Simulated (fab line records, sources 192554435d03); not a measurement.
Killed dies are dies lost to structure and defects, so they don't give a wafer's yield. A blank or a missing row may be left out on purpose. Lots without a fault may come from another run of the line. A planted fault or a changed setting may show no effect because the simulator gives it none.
Split-lot experiment | flow n5_finfet | 7 lots, 21 wafers read, on a route of 1938 steps

THE SPLIT
At N5_BEOL_M6_HM_DEP_02 (deposits TiN, target thk 20 nm), the setting target_thk_a was moved away from the recipe's 200 angstrom on 6 of the 21 wafers read, by +5.3% to +11.1%. The other wafers ran this setting at the recipe's value.

FROM THE SPLIT TO THE READING: what the file shows between them, 9 steps
- N5_BEOL_M6_EXPOSE_08: exposes mask M6 (also split here: dose_mj)
- N5_BEOL_M6_PEB_09: peb time 60 s
- N5_BEOL_M6_DEVELOP_10: develop time 30 s
- N5_BEOL_M6_STRIP_68: strips in N2/H2
- N5_BEOL_M6_STRIP_67: strips in CF4
- N5_BEOL_M6_HM_OPEN_17: chemistry Cl2/BCl3, target TiN, target depth 20 nm, overetch 6 nm
- N5_BEOL_M6_STRIP_19: strips in O2
- N5_BEOL_M6_STRIP_76: strips in C4F6/O2
- N5_BEOL_M6_STRIP_36: strips in N2/H2

THE READING
TiN_of_BEOL_M6_HM_DEP_02.thk_nm (the simulator's own value, which no gauge read), in nm, at N5_BEOL_M6_TRENCH_ETCH_37 (etches SiCOH lowk in C4F6/O2, target depth 94.435 nm, time 31.5 s). The file gives no usual value for it. The 15 wafers here that ran the recipe average 17.4 nm, standard deviation 0.3 nm.

wafer  | tool, chamber at the split | target_thk_a as run, angstrom | against the recipe | TiN_of_BEOL_M6_HM_DEP_02.thk_nm, nm | against lot-mates on the recipe
L074.3 | pvd_sputter-01, -          | 200                           | recipe             | 17.2                                | -
L074.4 | pvd_sputter-01, -          | 200                           | recipe             | 17                                  | -
L074.6 | pvd_sputter-01, -          | 200                           | recipe             | 16.8                                | -
L075.1 | pvd_sputter-03, -          | 200                           | recipe             | 17.6                                | -
L075.3 | pvd_sputter-03, -          | 200                           | recipe             | 17.6                                | -
L075.2 | pvd_sputter-03, -          | 213.1                         | +6.5%              | 18.6                                | +1.0
L077.2 | pvd_sputter-03, -          | 200                           | recipe             | 17.4                                | -
L077.3 | pvd_sputter-03, -          | 200                           | recipe             | 17.8                                | -
L077.5 | pvd_sputter-03, -          | 200                           | recipe             | 18                                  | -
L078.2 | pvd_sputter-03, -          | 200                           | recipe             | 17.4                                | -
L078.5 | pvd_sputter-03, -          | 222.2                         | +11.1%             | 19.4                                | +2.0
L078.6 | pvd_sputter-03, -          | 222.2                         | +11.1%             | 19.6                                | +2.2
L087.1 | pvd_sputter-03, -          | 200                           | recipe             | 17.2                                | -
L087.3 | pvd_sputter-03, -          | 200                           | recipe             | 17.4                                | -
L087.4 | pvd_sputter-03, -          | 200                           | recipe             | 17.6                                | -
L092.3 | pvd_sputter-02, -          | 210.6                         | +5.3%              | 18.8                                | +1.5
L092.4 | pvd_sputter-02, -          | 200                           | recipe             | 17.4                                | -
L092.6 | pvd_sputter-02, -          | 200                           | recipe             | 17.2                                | -
L097.1 | pvd_sputter-01, -          | 216.4                         | +8.2%              | 19.4                                | +1.8
L097.4 | pvd_sputter-01, -          | 216.4                         | +8.2%              | 19.2                                | +1.6
L097.5 | pvd_sputter-01, -          | 200                           | recipe             | 17.6                                | -

THE FIT
A straight line over all 21 wafers: TiN_of_BEOL_M6_HM_DEP_02.thk_nm changes by +0.203 nm for each +1% of target_thk_a; r = +0.95; the points scatter about the line by 0.29 nm.
The same after taking each lot's own level away (the mean of its wafers on the recipe; 21 wafers): +0.196 nm for each +1%; r = +0.97; scatter 0.2 nm.
On that fit, the largest move of target_thk_a shifts the reading by 2.2 nm.
The lots' own levels span 17.00 to 17.73 nm, that is 2.5 times the standard deviation above.
So the lot-to-lot level changes the slope little: the two slopes agree.
Check: with one of the wafers moved furthest among these (+11.1%) left out of the fit, the line predicts +2.25 nm for it against its lot-mates. It came out at +2 nm against them.

OTHER SPLITS ON THESE WAFERS
These wafers also went through other splits before the reading. Each is held against what the fit with the lots' levels taken away leaves over:
other split on the same wafers     | wafers away from the commonest value | r with TiN_of_BEOL_M6_HM_DEP_02.thk_nm (lot level and that fit taken away)
N5_BEOL_M3_EXPOSE_25 dose_mj       | 7                                    | +0.02
N5_BEOL_M4_ETCH_70 time_s          | 7                                    | -0.08
N5_BEOL_M5_TRENCH_ETCH_37 source_w | 6                                    | -0.34
N5_BEOL_M6_EXPOSE_08 dose_mj       | 5                                    | -0.18

THE WHOLE CHAIN: every reading that the file lists as answering this split, in the file's order
step                      | what it does                                                      | reading                                                                          | change (the file's fit)               | r (the file's)
N5_BEOL_M6_HM_DEP_02      | deposits TiN, target thk 20 nm                                    | TiN_of_BEOL_M6_HM_DEP_02.thk_nm (the simulator's own value, which no gauge read) | +0.192 nm for each +1% of the setting | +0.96
N5_BEOL_M6_HM_OPEN_17     | chemistry Cl2/BCl3, target TiN, target depth 20 nm, overetch 6 nm | etch.depth_nm (the simulator's own value, which no gauge read)                   | +0.195 nm for each +1% of the setting | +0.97
N5_BEOL_M6_TRENCH_ETCH_37 | etches SiCOH lowk in C4F6/O2, target depth 94.435 nm, time 31.5 s | TiN_of_BEOL_M6_HM_DEP_02.thk_nm (the simulator's own value, which no gauge read) | +0.198 nm for each +1% of the setting | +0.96

THE FILE'S OWN FIT
TiN_of_BEOL_M6_HM_DEP_02.thk_nm changes by +0.198 nm for each +1% of target_thk_a, r = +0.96.
